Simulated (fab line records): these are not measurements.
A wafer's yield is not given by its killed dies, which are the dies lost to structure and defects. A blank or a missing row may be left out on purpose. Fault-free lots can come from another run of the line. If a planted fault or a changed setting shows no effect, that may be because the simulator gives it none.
Which tool is to blame? ; flow n5Finfet ; 24 wafers from 8 lots sampled at 5 of the route's 1938 steps

== WHAT EACH GAUGE READ, for each wafer ==
N5_BEOL_M4_RC_MEAS_101. Usual: DIBL_N 37.1 mV/V, standard deviation 1.8; DIBL_P 37.2 mV/V, standard deviation 2.1; IOFF_N 0.17 nA/um, standard deviation 0.033; IOFF_N_85C 3.3 nA/um, standard deviation 0.53; IOFF_N_LIN 0.078 nA/um, standard deviation 0.012; IOFF_N_LONG 5.47e-05 nA/um, standard deviation 2.6e-06; IOFF_P 0.22 nA/um, standard deviation 0.037; IOFF_P_LIN 0.100 nA/um, standard deviation 0.014; IOFF_P_LONG 0.000102 nA/um, standard deviation 1e-05; ION_N 680 uA/um, standard deviation 11; ION_P 464 uA/um, standard deviation 7.7; SS_N 71.7 mV/dec, standard deviation 0.63; SS_P 73.6 mV/dec, standard deviation 0.67; VT_N 248.9 mV, standard deviation 2.9; VT_N_LONG 275.3 mV, standard deviation 1.8; VT_N_LVT 97 mV, standard deviation 3; VT_P -251 mV, standard deviation 3.6; VT_P_LONG -277 mV, standard deviation 3.5; VT_P_LVT -99 mV, standard deviation 3.1.
lot;measured;on;DIBL_N (mV/V);DIBL_P (mV/V);IOFF_N (nA/um);IOFF_N_85C (nA/um);IOFF_N_LIN (nA/um);IOFF_N_LONG (nA/um);IOFF_P (nA/um);IOFF_P_LIN (nA/um);IOFF_P_LONG (nA/um);ION_N (uA/um);ION_P (uA/um);SS_N (mV/dec);SS_P (mV/dec);VT_N (mV);VT_N_LONG (mV);VT_N_LVT (mV);VT_P (mV);VT_P_LONG (mV);VT_P_LVT (mV);flag
L848;day 8 19:38;prober-01;37.7 32.4 36.1;39.0 32.8 37.3;0.21 0.11 0.18;3.9 2.3 3.5;0.091 0.054 0.081;5.85e-05 5.76e-05 5.86e-05;0.24 0.15 0.21;0.109 0.080 0.101;0.000106 0.000111 0.000104;684 666 682;467 458 465;72.2 70.6 71.9;74.0 72.1 73.8;244.9 253.1 246.9;272.9 276.0 272.9;93 102 95;-249 -256 -250;-274 -277 -274;-95 -101 -97;
L846;day 9 21:03;prober-02;37.9 38.6 38.9;37.9 38.6 40.7;0.17 0.19 0.21;3.1 3.5 3.8;0.073 0.079 0.094;5.55e-05 5.56e-05 5.51e-05;0.20 0.22 0.26;0.099 0.104 0.120;0.000113 0.000112 0.000107;671 677 713;454 459 480;72.0 72.0 71.7;73.3 73.4 73.4;250.8 247.7 244.9;274.7 275.2 276.6;100 98 94;-250 -249 -249;-277 -276 -275;-99 -98 -96;
L851;day 10 00:26;prober-02;37.3 39.4 37.5;37.8 38.5 36.9;0.18 0.21 0.18;3.4 3.9 3.5;0.086 0.095 0.085;5.49e-05 5.48e-05 5.64e-05;0.23 0.24 0.22;0.105 0.105 0.102;9.7e-05 0.000102 0.000103;690 693 689;467 462 468;71.9 72.3 71.6;74.0 74.5 73.8;246.8 245.6 246.4;276.1 274.7 275.1;94 93 95;-249 -248 -249;-277 -280 -277;-97 -97 -97;
L852;day 9 19:16;prober-02;36.6 37.9 38.8;35.3 38.5 38.1;0.14 0.18 0.19;2.8 3.5 3.5;0.067 0.082 0.081;5.14e-05 5.16e-05 5.22e-05;0.16 0.22 0.21;0.080 0.099 0.096;8.9e-05 9.8e-05 9e-05;663 684 681;449 464 463;72.0 72.4 71.7;72.9 74.1 74.2;253.8 248.7 249.6;277.3 275.3 278.1;99 96 97;-254 -253 -253;-280 -280 -279;-103 -100 -102;
L856;day 10 19:43;prober-02;35.7 38.2 34.0;37.0 41.7 35.3;0.14 0.21 0.13;2.8 3.9 2.6;0.066 0.096 0.063;5.3e-05 5.14e-05 5.37e-05;0.18 0.25 0.17;0.084 0.106 0.082;9.5e-05 9e-05 9.4e-05;663 690 665;455 469 462;72.0 71.6 70.7;73.9 75.1 73.4;250.1 245.4 251.2;276.8 278.5 275.5;101 93 99;-254 -252 -255;-279 -281 -278;-99 -96 -100;
L857;day 11 00:59;prober-01;38.3 37.0 35.7;38.8 36.4 34.3;0.17 0.16 0.14;3.3 3.1 2.8;0.079 0.076 0.066;5.24e-05 5.53e-05 5.42e-05;0.24 0.21 0.17;0.111 0.100 0.086;9.8e-05 9.9e-05 9e-05;671 691 672;463 468 457;71.8 71.1 71.4;75.1 73.4 72.9;250.1 248.5 251.5;275.7 273.7 276.3;97 97 100;-246 -252 -251;-281 -278 -279;-97 -98 -102;
L862;day 12 17:26;prober-01;39.9 40.3 36.9;40.1 41.7 36.5;0.23 0.24 0.03;4.2 4.3 0.7;0.101 0.102 0.013;5.57e-05 5.5e-05 2.57e-05;0.24 0.26 0.28;0.105 0.112 0.134;8.2e-05 8.3e-05 0.000126;699 691 565;466 465 477;72.2 72.6 72.1;73.9 74.3 73.3;243.1 245.7 297.7;276.5 274.8 324.5;92 91 148;-252 -249 -243;-282 -281 -268;-99 -97 -90;OFF
L863;day 12 22:01;prober-01;36.6 35.4 39.7;36.0 34.3 38.6;0.03 0.02 0.21;0.7 0.6 4.1;0.012 0.011 0.083;2.42e-05 2.49e-05 5.37e-05;0.32 0.28 0.24;0.154 0.139 0.107;0.000159 0.00017 0.000107;564 576 671;481 492 455;71.4 71.3 72.8;73.1 73.1 73.6;300.9 300.3 248.7;328.4 323.6 276.7;150 151 98;-236 -239 -250;-261 -260 -274;-86 -88 -98;OFF

== TOOL THAT RAN EACH LOT (tool first, then ch and the chambers of the sampled wafers, then the start) ==
lot;N5_HKMG_FIN_ETCH_86;N5_HKMG_FIN_STRIP_89;N5_HKMG_FIN_NWFM_ALD_20;N5_HKMG_FIN_ALD_72
L848;rieDiel-01 ch 0,2,3, day 4 20:26;rieDiel-01 ch 0,2,3, day 4 20:30;aldMetal-01 ch 0,1,2, day 4 21:05;cvdW-01 ch 0,1, day 4 22:41
L846;rieDiel-01 ch 0,2, day 5 13:10;rieDiel-01 ch 0,2, day 5 13:13;aldMetal-01 ch 0,1,2, day 5 13:51;cvdW-02 ch 0,1, day 5 15:24
L851;rieDiel-05 ch 0,1,3, day 5 14:03;rieDiel-05 ch 0,1,3, day 5 14:07;aldMetal-04 ch 0,2,3, day 5 14:41;cvdW-01 ch 0,1, day 5 16:15
L852;rieDiel-05 ch 0,3, day 5 18:01;rieDiel-05 ch 0,3, day 5 18:04;aldMetal-01 ch 0,1,3, day 5 18:39;cvdW-02 ch 1, day 5 20:19
L856;rieDiel-05 ch 2,3, day 6 14:11;rieDiel-05 ch 2,3, day 6 14:14;aldMetal-04 ch 1,3, day 6 14:49;cvdW-01 ch 0,1, day 6 16:22
L857;rieDiel-01 ch 0,1, day 7 01:19;rieDiel-01 ch 0,1, day 7 01:22;aldMetal-04 ch 1,3, day 7 01:57;cvdW-02 ch 0,1, day 7 03:29
L862;rieDiel-03 ch 1,2, day 8 01:53;rieDiel-03 ch 1,2, day 8 01:57;aldMetal-01 ch 0,3, day 8 02:32;cvdW-02 ch 0, day 8 04:07
L863;rieDiel-05 ch 0,1, day 8 12:44;rieDiel-05 ch 0,1, day 8 12:47;aldMetal-01 ch 1,2,3, day 8 13:34;cvdW-01 ch 0,1, day 8 15:08
- N5_HKMG_FIN_ETCH_86: etches SOC in N2/H2, stops on TiN, target depth 393.2 nm.
- N5_HKMG_FIN_STRIP_89: strips SOC in N2/H2, time 20 s.
- N5_HKMG_FIN_NWFM_ALD_20: deposits TiAlC, target thk 2 nm, pulse time 3 s, purge time 2 s.
- N5_HKMG_FIN_ALD_72: deposits W, target thk 2 nm, pulse time 1 s, purge time 2 s.

== AS READ BY THE TOOLS THEMSELVES (means over the sampled wafers that have a number; for cases with no such wafer, the mark the record gives instead) ==
N5_HKMG_FIN_ETCH_86. Usual: drypumpMotorCurrentA 5.6 A, standard deviation 0.53; oesProductAu 0.80 a.u., standard deviation 0.063; rfVppV 241.2 V, standard deviation 1.3; showerheadPlenumPTorr 2.58 Torr, standard deviation 0.084; throttleValvePct 17.87 %, standard deviation 0.12.
lot;tool;drypumpMotorCurrentA (A);oesProductAu (a.u.);rfVppV (V);showerheadPlenumPTorr (Torr);throttleValvePct (%);flag
L848;rieDiel-01;5.6;0.77;242.0;2.62;17.80;
L846;rieDiel-01;5.4;0.77;242.5;2.62;17.84;
L851;rieDiel-05;5.5;0.86;241.1;2.55;17.88;
L852;rieDiel-05;5.7;0.85;240.6;2.54;17.85;
L856;rieDiel-05;5.0;0.87;242.9;2.70;17.82;
L857;rieDiel-01;6.0;0.83;241.2;2.59;17.75;
L862;rieDiel-03;5.3;0.78;241.1;2.56;17.99;
L863;rieDiel-05;5.9;0.83;239.4;2.47;17.94;

N5_HKMG_FIN_STRIP_89. Usual: drypumpMotorCurrentA 5.6 A, standard deviation 0.53; oesProductAu 0.81 a.u., standard deviation 0.065; rfVppV 54.3 V, standard deviation 0.83; showerheadPlenumPTorr 3.41 Torr, standard deviation 0.11; throttleValvePct 19.11 %, standard deviation 0.22.
lot;tool;drypumpMotorCurrentA (A);oesProductAu (a.u.);rfVppV (V);showerheadPlenumPTorr (Torr);throttleValvePct (%);flag
L848;rieDiel-01;5.6;0.77;54.7;3.46;19.05;
L846;rieDiel-01;5.4;0.78;54.1;3.45;19.06;
L851;rieDiel-05;5.5;0.87;54.2;3.37;19.17;
L852;rieDiel-05;5.7;0.85;53.7;3.36;19.00;
L856;rieDiel-05;4.9;0.87;54.6;3.56;19.06;
L857;rieDiel-01;6.0;0.83;53.6;3.41;18.97;
L862;rieDiel-03;5.3;0.77;54.3;3.37;19.09;
L863;rieDiel-05;5.9;0.85;54.3;3.27;19.41;

N5_HKMG_FIN_NWFM_ALD_20. Usual: heaterPowerW 492 W, standard deviation 57; precursorPulseHeightRel 1.002, standard deviation 0.02.
lot;tool;heaterPowerW (W);precursorPulseHeightRel;flag
L848;aldMetal-01;469;0.996;
L846;aldMetal-01;469;0.985;
L851;aldMetal-04;475;1.004;
L852;aldMetal-01;483;1.016;
L856;aldMetal-04;474;0.994;
L857;aldMetal-04;475;1.028;
L862;aldMetal-01;489;1.002;
L863;aldMetal-01;510;1.017;

N5_HKMG_FIN_ALD_72. Usual: heaterPowerW 453 W, standard deviation 39; precursorPulseHeightRel 0.998, standard deviation 0.021.
lot;tool;heaterPowerW (W);precursorPulseHeightRel;flag
L848;cvdW-01;456;1.011;
L846;cvdW-02;474;0.979;
L851;cvdW-01;455;0.998;
L852;cvdW-02;495;0.999;
L856;cvdW-01;461;1.002;
L857;cvdW-02;465;1.001;
L862;cvdW-02;444;1.004;
L863;cvdW-01;431;0.994;

== THE ANSWER, worked out from the rows above alone ==
Rule: a lot is off if the mean of its wafers that have a number lies more than 3 standard deviations from the usual mean. Also off: a lot with no number at a reading for which 4 or more lots have one. Any other lot the step has rows for is counted as sound. After the gauges, taken in route order, come the tools' own readings; for these a lot's mean is taken, as printed above. The first step at which some lot is off is used, and at that step the reading that is off furthest; a lot without a number counts as furthest.
Off: L862, L863, at N5_BEOL_M4_RC_MEAS_101 (VT_N_LONG).
A tool fits if, at a process step before that reading, it ran every lot that is off, and no sound lot after the first of them. Those tools and the gauges at N5_BEOL_M4_RC_MEAS_101 are tried in the same way. Can't be told from this: 2 tools fit, aldMetal-01 at N5_HKMG_FIN_NWFM_ALD_20, prober-01 at N5_BEOL_M4_RC_MEAS_101.

== WHAT THE SIMULATOR HAD PUT IN ==
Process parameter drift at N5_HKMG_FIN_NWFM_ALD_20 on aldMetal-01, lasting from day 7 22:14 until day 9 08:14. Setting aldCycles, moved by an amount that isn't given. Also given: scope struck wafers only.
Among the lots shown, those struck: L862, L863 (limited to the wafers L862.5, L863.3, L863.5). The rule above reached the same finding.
